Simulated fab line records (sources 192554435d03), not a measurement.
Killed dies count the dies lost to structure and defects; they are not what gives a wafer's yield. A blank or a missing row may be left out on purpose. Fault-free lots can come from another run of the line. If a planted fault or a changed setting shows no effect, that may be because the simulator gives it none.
Split-lot trial    flow n5-finfet    21 wafers read across 7 lots, on a route 1938 steps long

THE SPLIT ITSELF
At N5_BEOL_M13_ETCH_67 (etches SiARC in CF4, target depth 143 nm, time 238.3 s), the setting bias-w was moved away from the recipe's 36 W on 9 of the 21 wafers read, by -17.1% to +6.6%. The other wafers ran this setting at the recipe's value.

The reading comes from the split's own step.

THE READING
rf-vpp-V, in V, at N5_BEOL_M13_ETCH_67 (etches SiARC in CF4, target depth 143 nm, time 238.3 s). Typical for fault-free wafers on this fab line: 183.8 V, with standard deviation 1.2 V.

wafer   tool, chamber at the split  bias-w as run, W  against the recipe  rf-vpp-V, V  against lot-mates on the recipe
L077.4  rie-diel-06, 0              36                recipe              180.8        -
L077.5  rie-diel-06, 3              36                recipe              183.0        -
L077.6  rie-diel-06, 2              36                recipe              186.0        -
L082.3  rie-diel-04, 2              36                recipe              183.3        -
L082.4  rie-diel-04, 1              33.07             -8.1%               176.9        -6.3
L082.5  rie-diel-04, 0              36                recipe              183.1        -
L084.2  rie-diel-02, 1              29.84             -17.1%              161.8        -21.2
L084.4  rie-diel-02, 0              36                recipe              183.0        -
L084.5  rie-diel-02, 1              29.84             -17.1%              162.7        -20.3
L089.2  rie-diel-06, 0              36                recipe              182.3        -
L089.4  rie-diel-06, 2              32.73             -9.1%               173.7        -8.5
L089.6  rie-diel-06, 0              36                recipe              182.0        -
L093.1  rie-diel-04, 3              37.78             +4.9%               189.5        no lot-mate on the recipe
L093.2  rie-diel-04, 1              37.78             +4.9%               190.6        no lot-mate on the recipe
L093.4  rie-diel-04, 2              37.78             +4.9%               189.4        no lot-mate on the recipe
L096.2  rie-diel-04, 1              38.36             +6.6%               193.5        +9.5
L096.5  rie-diel-04, 1              38.36             +6.6%               193.3        +9.3
L096.6  rie-diel-04, 0              36                recipe              184.0        -
L097.1  rie-diel-04, 2              36                recipe              185.1        -
L097.2  rie-diel-04, 1              36                recipe              185.3        -
L097.5  rie-diel-04, 1              36                recipe              185.1        -

FIT RESULTS
A straight line over all 21 wafers: rf-vpp-V changes by +1.24 V for each +1% of bias-w; r = +0.98; the points scatter about the line by 1.5 V.
The same after taking each lot's own level away (the mean of its wafers on the recipe; 18 wafers): +1.19 V for each +1%; r = +0.98; scatter 1.4 V.
According to that fit, moving bias-w by its largest amount changes the reading by 20 V.
From 182.15 to 185.17 V: that is the span of the lots' own levels, equal to 2.5 times the standard deviation above.
Consequently the slope shifts little with the lot-to-lot level, the two slopes agreeing.
Check: with one of the wafers moved furthest among these (-17.1%) left out of the fit, the line predicts -19.3 V for it against its lot-mates. It came out at -21.2 V against them.
Tool readings at the split's step, against how far the setting was moved: rf-vpp-V r = +0.98.

FILE'S OWN FIT
rf-vpp-V changes by +1.12 V for each +1% of bias-w, r = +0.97.
